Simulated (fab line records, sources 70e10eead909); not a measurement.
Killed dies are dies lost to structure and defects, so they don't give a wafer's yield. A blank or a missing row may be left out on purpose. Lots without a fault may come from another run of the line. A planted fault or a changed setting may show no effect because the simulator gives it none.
fab line records | flow nand_harc
record lots=11 wafers=33 last_day=34
route steps=1302 shown A_CHANNEL_HOLE_D1@483 A_CHANNEL_FILL_D1@495 A_DECK1_JOINT@528
lots that met no fault: from a run of the same line without faults
start_h: hours from the record's first day to the start of the lot's first wafer shown | wait_h: hours since the lot's step before | " the same as in the row above | L1.1+2: a row that stands for several wafers | - no value, or no start given | * or withheld: withheld | < > ~ a bound
route shown NAME@n: a module of which the file shows steps, and the number in the route of the first | usual: mean/standard deviation of fault-free wafers | same: alike in all rows | chamber/n: place in a boat | sites: the reading at each site | _std_site: their standard deviation | _edge_site: outer sites' mean less inner sites' | radius_mm: how far each site lies from the wafer's centre | mask NAME#n: copy n | behind: the tool/chamber that last shaped the wafer | hold: why the lot was held/for how many hours/how that ended | device: the transistor (n, p or np) that didn't switch | end of line: the same wafers' tests at the end of the route | a step without rows: its recipe alone | killed: dies lost to structure and defects at the first sort, not the wafer's yield | map: a wafer's dies, x killed, . not, _ none there
set.NAME: the setting as run; set.NAME@STEP: as run at that earlier step | model.NAME: the simulator's own value behind a step, which no gauge read
steps of the route over a sample of lots; a table a step, a row a wafer
services: from which hour (start_h, from the record's first day; less than 0 if before it) a tool's chamber was out of use, for how many hours, and why
## steps
# step NHARC_A_CHANNEL_HOLE_D1_ETCH_44
# recipe target_depth_a=1400 overetch_a=140 time_s=77 ion_energy_ev=100 cf4_flow_sccm=80 o2_flow_sccm=20 ar_flow_sccm=0 rf_w=300 bias_w=100 chemistry=CF4/O2
# usual drypump_motor_current_A=5.9/0.39 mfc_ar_sccm=0.008/0.013 oes_product_au=1.001/0.0076 rf_vpp_V=197.4/1.3 showerhead_plenum_p_Torr=1.31/0.053 throttle_valve_pct=13.398/0.0091
# same time_s=77
# columns lot.wafer tool chamber start_h wait_h drypump_motor_current_A mfc_ar_sccm oes_product_au rf_hours_counter_h rf_vpp_V showerhead_plenum_p_Torr throttle_valve_pct
L282.2 rie_diel-09 2 191.91 0.1 6.3 0 1.010 2 195.1 1.27 13.402
L282.3 " 0 " " 5.5 0 1.008 2 197.2 1.34 13.401
L282.6 " 1 " " 6.2 0.025 0.999 - 197.5 1.36 13.385
L284.3 rie_diel-09 1 209.60 0.1 6.2 0.025 0.989 5 198.4 1.36 13.402
L284.2 " 3 " " 5.7 0 1.004 5 197.1 1.27 13.396
L284.4 " 0 " " 5.5 0 0.998 4 197.8 1.34 13.396
L286.3 rie_diel-09 3 224.90 0.1 5.7 0 1.004 5 196.1 1.27 13.408
L286.2 " 1 " " 6.2 0.025 0.996 5 198.5 1.36 13.401
L286.1 " 2 " " 6.3 0 1.006 5 195.9 1.27 13.404
L288.2 rie_diel-09 1 244.40 0.1 6.2 0.025 0.995 7 198.1 1.36 13.397
L288.4 " 0 " " 5.5 0 0.992 6 197.4 1.34 13.400
L288.6 " 1 " " 6.2 0.025 0.993 - 198.8 1.36 13.396
L291.2 rie_diel-09 1 271.94 0.1 6.2 0.025 1.003 8 196.6 1.36 13.405
L291.4 " 2 " " 6.3 0 1.010 9 196.1 1.27 13.409
L291.5 " 1 " " 6.2 0.025 1.005 - 197.8 1.36 13.402
L299.4 rie_diel-09 3 347.53 0.1 5.7 0 0.993 2 196.0 1.27 13.399
L299.3 " 1 " " 6.2 0.025 1.015 2 198.4 1.36 13.392
L299.6 " 3 " " 5.7 0 1.000 - 197.5 1.27 13.375
L301.4 rie_diel-09 1 378.39 0.1 6.2 0.025 1.009 4 199.5 1.36 13.384
L301.5 " 0 " " 5.5 0 1.000 - 198.0 1.34 13.391
L301.6 " 1 " " 6.3 0.025 0.997 - 196.9 1.36 13.403
L300.4 rie_diel-06 3 379.31 0.0 5.4 0.007 1.010 24 198.0 1.28 13.398
L300.5 " 3 " " 5.4 0.007 1.013 - 196.5 1.28 13.392
L300.6 " 0 " " 6.5 0.036 1.004 - 198.1 1.38 13.407
L302.1 rie_diel-09 2 392.74 0.1 6.3 0 1.004 5 197.2 1.26 13.415
L302.2 " 3 " " 5.6 0 1.005 5 196.4 1.27 13.401
L302.4 " 1 " " 6.2 0.025 1.010 5 198.5 1.36 13.400
L304.2 rie_diel-09 3 410.24 0.1 5.7 0 0.993 6 196.6 1.27 13.394
L304.3 " 0 " " 5.5 0 0.997 6 197.4 1.34 13.401
L304.5 " 1 " " 6.2 0.025 0.997 - 198.2 1.36 13.404
L305.2 rie_diel-09 3 419.62 0.0 5.7 0 0.991 8 196.7 1.27 13.392
L305.1 " 1 " " 6.2 0.025 1.008 8 197.3 1.36 13.408
L305.5 " 0 " " 5.5 0 1.008 - 196.3 1.34 13.399
# step NHARC_A_CHANNEL_FILL_D1_ALD_15
# recipe target_thk_a=20 pulse_time_s=60 ald_cycles=19 temp_c=630 pressure_torr=2 material=SiNx
# usual precursor_pulse_height_rel=0.998/0.021 susceptor_temp_C=630.0/0.36
# columns lot.wafer tool chamber start_h wait_h precursor_pulse_height_rel susceptor_temp_C
L282.2 ald_sin_batch-02 0 - - 0.986 -
L282.3 " 0 " " 1.022 -
L282.6 " 0 " " 0.993 -
L284.2 ald_sin_batch-02 0 - - 1.001 630.4
L284.3 " 0 " " 1.002 630.4
L284.4 " 0 " " 0.999 629.9
L286.1 ald_sin_batch-01 0 - - 1.023 629.5
L286.2 " 0 " " 1.034 629.5
L286.3 " 0 " " 0.994 629.6
L288.2 ald_sin_batch-02 0 - - 1.008 630.4
L288.4 " 0 " " 1.011 630.4
L288.6 " 0 " " 0.997 630.4
L291.2 ald_sin_batch-01 0 - - 1.025 630.2
L291.4 " 0 " " 0.985 630.3
L291.5 " 0 " " 1.008 629.9
L299.3 ald_sin_batch-02 0 - - 1.014 630.3
L299.4 " 0 " " 0.967 630.4
L299.6 " 0 " " 0.936 630.1
L300.4 ald_sin_batch-01 0 - - 1.004 629.4
L300.5 " 0 " " 0.968 629.5
L300.6 " 0 " " 0.967 629.4
L301.4 ald_sin_batch-01 0 - - 1.027 630.7
L301.5 " 0 " " 0.998 631.0
L301.6 " 0 " " 1.037 630.6
L302.1 ald_sin_batch-01 0 - - 0.996 629.9
L302.2 " 0 " " 0.994 630.2
L302.4 " 0 " " 1.005 630.0
L304.2 ald_sin_batch-01 0 - - 0.971 629.7
L304.3 " 0 " " 1.023 629.7
L304.5 " 0 " " 1.019 629.7
L305.1 ald_sin_batch-03 0 - - 1.007 629.9
L305.2 " 0 " " 0.976 629.9
L305.5 " 0 " " 0.998 630.3
# step NHARC_A_DECK1_JOINT_THK_MEAS_14
# recipe thk_meas_gauge=ellipsometry
# usual thk_nm=51.1/1.4
# columns lot.wafer tool chamber start_h wait_h thk_nm
L282.2 film_metro-02 - 253.71 0.2 51.6
L282.3 " - " " 52.4
L282.6 " - " " 52.7
L284.2 film_metro-01 - 270.03 0.2 52.4
L284.3 " - " " 51.5
L284.4 " - " " 49.8
L286.1 film_metro-02 - 284.83 0.2 50.2
L286.2 " - " " 50.7
L286.3 " - " " 51.0
L288.2 film_metro-02 - 304.95 0.2 51.5
L288.4 " - " " 53.2
L288.6 " - " " 51.4
L291.2 film_metro-01 - 333.08 0.2 50.7
L291.4 " - " " 51.2
L291.5 " - " " 49.9
L299.3 film_metro-02 - 407.59 0.2 50.7
L299.4 " - " " 50.2
L299.6 " - " " 49.0
L300.4 film_metro-01 - 443.82 0.2 54.0
L300.5 " - " " 50.5
L300.6 " - " " 53.2
L301.4 film_metro-02 - 443.83 0.2 52.4
L301.5 " - " " 54.1
L301.6 " - " " 51.3
L302.1 film_metro-02 - 455.65 0.2 48.8
L302.2 " - " " 49.7
L302.4 " - " " 49.3
L304.2 film_metro-01 - 473.36 0.2 52.8
L304.3 " - " " 51.0
L304.5 " - " " 48.9
L305.1 film_metro-02 - 483.39 0.2 49.9
L305.2 " - " " 52.8
L305.5 " - " " 49.7
# step NHARC_A_DECK1_JOINT_DEP_16
# recipe target_thk_a=450 temp_c=400 pressure_torr=6.5 rf_w=900 teos_flow_sccm=161.4 flow_sccm=2650 target_thk_nm=45 gas=O2 material=SiO2
# usual heater_power_w=561/68 mfc_precursor_sccm=161.4/0.51 susceptor_temp_C=399.97/0.21 throttle_valve_pct=15.7/0.54
# columns lot.wafer tool chamber start_h wait_h heater_power_w mfc_precursor_sccm susceptor_temp_C throttle_valve_pct
L282.3 pecvd-01 0 281.80 0.1 517 161.3 400.07 16.2
L282.2 " 1 " " 562 161.7 399.90 15.4
L282.6 " 0 " " 531 161.8 399.86 16.1
L284.3 pecvd-03 2 292.21 0.1 571 160.9 399.68 16.0
L284.2 " 0 " " 575 160.9 400.14 15.0
L284.4 " 2 " " 573 162.0 399.89 16.1
L286.2 pecvd-01 0 307.31 0.1 539 161.3 399.87 16.4
L286.3 " 1 " " 680 160.9 400.05 15.6
L286.1 " 2 " " 592 160.4 400.41 16.1
L288.2 pecvd-03 1 328.44 0.1 609 162.0 400.16 15.9
L288.4 " 2 " " 594 160.8 399.94 16.3
L288.6 " 0 " " 536 162.3 399.99 14.8
L291.2 pecvd-03 1 354.48 0.1 623 161.1 400.17 15.9
L291.4 " 0 " " 571 240.6 400.23 15.4
L291.5 " 1 " " 610 160.9 400.03 16.2
L299.3 pecvd-04 2 433.90 0.1 568 161.2 399.55 16.0
L299.6 " 2 " " 575 162.0 399.77 16.2
L299.4 " 1 " " 379 161.1 399.98 16.0
L300.5 pecvd-03 1 464.71 0.2 525 160.8 399.84 15.7
L300.4 " 2 " " 642 162.6 399.70 16.1
L300.6 " 0 " " 613 161.3 399.83 14.8
L301.5 pecvd-01 2 464.71 0.2 667 161.1 399.53 16.0
L301.4 " 0 " " 650 160.7 400.14 16.7
L301.6 " 1 " " 552 161.7 400.32 15.1
L302.2 pecvd-03 1 479.75 0.1 541 161.7 399.94 15.7
L302.1 " 0 " " 572 161.0 400.22 15.3
L302.4 " 1 " " 546 161.8 400.28 15.9
L304.2 pecvd-03 2 499.19 0.1 623 161.1 399.93 16.2
L304.3 " 1 " " 599 161.6 400.00 15.8
L304.5 " 1 " " 581 161.2 400.02 15.7
L305.2 pecvd-04 0 516.66 0.1 474 161.1 399.81 15.4
L305.1 " 1 " " 471 161.1 400.15 15.7
L305.5 " 2 " " 608 161.5 399.84 16.0
# step NHARC_A_DECK1_JOINT_THK_MEAS_17
# recipe thk_meas_gauge=ellipsometry
# usual thk_nm=44.8/1.1
# columns lot.wafer tool chamber start_h wait_h thk_nm
L282.2 film_metro-02 - 282.05 0.2 44.4
L282.3 " - " " 44.3
L282.6 " - " " 46.8
L284.2 film_metro-02 - 292.49 0.2 45.6
L284.3 " - " " 44.2
L284.4 " - " " 44.8
L286.1 film_metro-01 - 307.59 0.2 42.7
L286.2 " - " " 42.1
L286.3 " - " " 45.4
L288.2 film_metro-01 - 328.66 0.2 43.8
L288.4 " - " " 45.5
L288.6 " - " " 45.8
L291.2 film_metro-01 - 354.74 0.2 45.6
L291.4 " - " " 67.0
L291.5 " - " " 43.6
L299.3 film_metro-01 - 434.18 0.3 44.7
L299.4 " - " " 47.4
L299.6 " - " " 46.0
L300.4 film_metro-01 - 464.90 0.1 44.8
L300.5 " - " " 43.2
L300.6 " - " " 45.7
L301.4 film_metro-02 - 464.91 0.1 43.8
L301.5 " - " " 44.0
L301.6 " - " " 44.7
L302.1 film_metro-01 - 480.03 0.2 44.9
L302.2 " - " " 44.3
L302.4 " - " " 46.1
L304.2 film_metro-01 - 499.48 0.3 44.9
L304.3 " - " " 43.0
L304.5 " - " " 46.6
L305.1 film_metro-02 - 516.94 0.2 43.0
L305.2 " - " " 44.6
L305.5 " - " " 42.8
## services
# columns tool chamber start_h hours kind
pecvd-03 - 185.08 13.0 pm
rie_diel-06 3 187.23 3.0 repair
pecvd-01 - 262.52 0.3 repair
pecvd-04 - 269.01 13.0 pm
ald_sin_batch-02 - 269.51 26.0 pm
rie_diel-09 2 289.30 14.3 repair
rie_diel-06 - 307.56 9.0 pm
pecvd-01 - 311.93 13.0 pm
rie_diel-09 1 319.28 1.5 repair
rie_diel-09 - 320.32 9.0 pm
pecvd-03 1 362.15 10.5 repair
pecvd-03 - 366.08 13.0 pm
rie_diel-06 - 419.89 0.2 repair
pecvd-01 - 441.56 0.5 repair
pecvd-04 - 450.01 13.0 pm
rie_diel-09 2 465.29 9.3 repair
pecvd-04 2 474.05 12.7 repair
rie_diel-06 - 484.56 9.0 pm
pecvd-03 2 484.57 12.3 repair
pecvd-01 - 492.93 13.0 pm
rie_diel-06 3 493.93 7.9 repair
rie_diel-09 - 494.80 1.2 repair
rie_diel-09 - 497.49 9.0 pm
ald_sin_batch-01 - 507.17 26.0 pm
## key
first_sign step=NHARC_A_DECK1_JOINT_DEP_16 reading=mfc_precursor_sccm direction=up sigmas=99+ usual=161.4 struck=240.6
effect step=NHARC_A_DECK1_JOINT_THK_MEAS_17 reading=thk_nm direction=up sigmas=20 usual=44.8 struck=67.0
met_at NHARC_A_DECK1_JOINT_DEP_16
struck_lots L291
struck_wafers L291.4
tester_left_out L291
not_acting_at NHARC_A_CHANNEL_HOLE_D1_ETCH_44,NHARC_A_CHANNEL_FILL_D1_ALD_15,NHARC_A_DECK1_JOINT_THK_MEAS_14
onset_between 328.44 354.48
fault kind=process_parameter_drift tool=pecvd-03 chamber=0 onset_h=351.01 steps=NHARC_A_DECK1_JOINT_DEP_16 channel=teos_flow_sccm offset=* shape=step end_h=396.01 acts_in=* stated=*
# tester_left_out: of these lots the tester's yield and bins aren't shown, on N5 and GAA mostly nor the transistor test; their killed dies are dies lost to structure and defects alone, not to doping, threshold or leakage, so they don't give the yield
